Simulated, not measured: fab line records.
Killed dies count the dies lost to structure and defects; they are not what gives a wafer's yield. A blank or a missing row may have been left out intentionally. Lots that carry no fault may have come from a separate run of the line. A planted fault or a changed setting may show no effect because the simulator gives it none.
A struck lot beside a sound one | flow nandHarc | 15 steps out of a route of 1302
Sound: these wafers, L719.1, L719.4, L719.6. Struck: wafer L716.6 (left out: L716.2, L716.4 of the same lot, which were not struck); the cause appears at the end.
Per side, at each step with rows, come the tool, then ch with its chambers, and then its first start. Under that, the readings that differ: sound wafers | struck wafers | difference of the means | sigmas: that difference in standard deviations of wafers without a fault.
alike: words and numbers the same on both sides, and readings whose means are apart by under 2 such deviations; not compared: readings that were withheld, readings missing a value for some wafer, numbers with overlapping values and no deviation given by the record, and bounds like >300 which may hide the same value.
The two part at a step that has a row with sigmas, a row that says differs or no value, or rows on one side only. Numbers that have no deviation but don't overlap get no sigmas and don't part them. A reading missing from all wafers of one side parts the sides only when that side holds two or more wafers.

first, 3 steps without rows for these wafers: NHARC_THIN_TSV_EXPOSE_09 (exposes mask TSV); NHARC_THIN_TSV_PEB_10 (peb time 85 s); NHARC_THIN_TSV_DEVELOP_11 (time 70 s).
NHARC_THIN_TSV_CD_MEAS_12: the cd target is 1000 nm.
  sound on cdSem-03 ch 0, day 32 02:32; struck on cdSem-03 ch 0, day 30 20:23
  alike: cdNm
then, 1 step without rows for these wafers: NHARC_THIN_TSV_HARDBAKE_13 (time 80 s).
NHARC_THIN_TSV_DESCUM_14: chemistry O2, time 3 s.
  sound on rieDiel-13 ch 0,1,3, day 32 02:42; struck on rieDiel-07 ch 1, day 30 20:32
  alike: chamberPressureMTorr, drypumpMotorCurrentA, oesProductAu, rfVppV, showerheadPlenumPTorr, throttleValvePct
  not compared: rfHoursCounterH
NHARC_THIN_TSV_ETCH_44: etches the open film in CF4/O2, target depth 1594.2 nm, time 797.1 s.
  sound on rieDiel-13 ch 0,1,2, day 32 02:54; struck on rieDiel-07 ch 0, day 30 20:44
  alike: chamberPressureMTorr, drypumpMotorCurrentA, oesProductAu, rfFwdPowerW, rfVppV, showerheadPlenumPTorr, throttleValvePct
  not compared: rfHoursCounterH
then, 1 step without rows for these wafers: NHARC_THIN_TSV_ETCH_15 (target depth 3000 nm, bosch target overetch cycles 2, bosch etch step 2.8 s).
NHARC_THIN_TSV_CD_MEAS_16:
  sound: cdSem-02 at day 32 03:31; struck: cdSem-02 at day 30 21:20
  alike: cdNm
NHARC_THIN_TSV_STRIP_45: strips in O2.
  sound on plasmaAsher-02 ch 0,1, day 32 03:35; struck on plasmaAsher-02 ch 0, day 30 21:28
  alike: drypumpMotorCurrentA, heaterPowerW
  not compared: rfHoursCounterH
then, 1 step without rows for these wafers: NHARC_THIN_TSV_STRIP_46 (strips in post etch residue remover, time 1200 s).
NHARC_THIN_TSV_DEP_47: deposits SiO2, target thk 200 nm.
  sound on pecvd-01 ch 0,1,2, day 32 04:28; struck on pecvd-04 ch 1, day 30 22:13
  alike: chamberPressureTorr, rfFwdPowerW, throttleValvePct
NHARC_THIN_TSV_ETCHBACK_48: etches the open film in C4F8/Ar, target depth 1028.5 nm, time 405.17 s.
  sound on rieDiel-03 ch 0,1,2, day 32 04:47; struck on rieDiel-07 ch 1, day 30 22:36
reading         | sound             | struck  | difference | sigmas
overEtchFrac    | 0.3 0.3 0.3       | 0.15874 | -0.14126   | 
rfFwdPowerW (W) | 599.4 599.5 599.9 | 596.0   | -3.6       | -2
  alike: chamberPressureMTorr, oesProductAu, rfVppV
  not compared: rfHoursCounterH
NHARC_THIN_TSV_STRIP_62: strips in N2/H2, time 20 s.
  sound on plasmaAsher-01 ch 0,1, day 32 05:08; struck on plasmaAsher-01 ch 0, day 30 23:02
  alike: drypumpMotorCurrentA, heaterPowerW
  not compared: rfHoursCounterH
NHARC_END_SORT_01:
  sound on prober-01 ch 0, day 32 17:27; struck on prober-01 ch 0, day 31 15:33
reading     | sound | struck | difference | sigmas
killedShort | 2 2 2 | 6      | +4         | +2
  alike: defectLimitedYield, killedAtArray, killedAtOther, killedAtPeriphery, killedDies, killedOpen, sort_bin_2_pct, sort_bin_3_pct, sort_bin_4_pct, sortNPass, sortRimYieldPct, sortYieldPct

## WHERE THEY PART
Last at NHARC_END_SORT_01 as far as this record goes, first at NHARC_THIN_TSV_ETCHBACK_48.

WHY: what the simulator had put in
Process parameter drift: rieDiel-07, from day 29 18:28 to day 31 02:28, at NHARC_THIN_TSV_ETCHBACK_48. Setting overEtchFrac shifted by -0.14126 from 0.3. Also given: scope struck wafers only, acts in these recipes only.
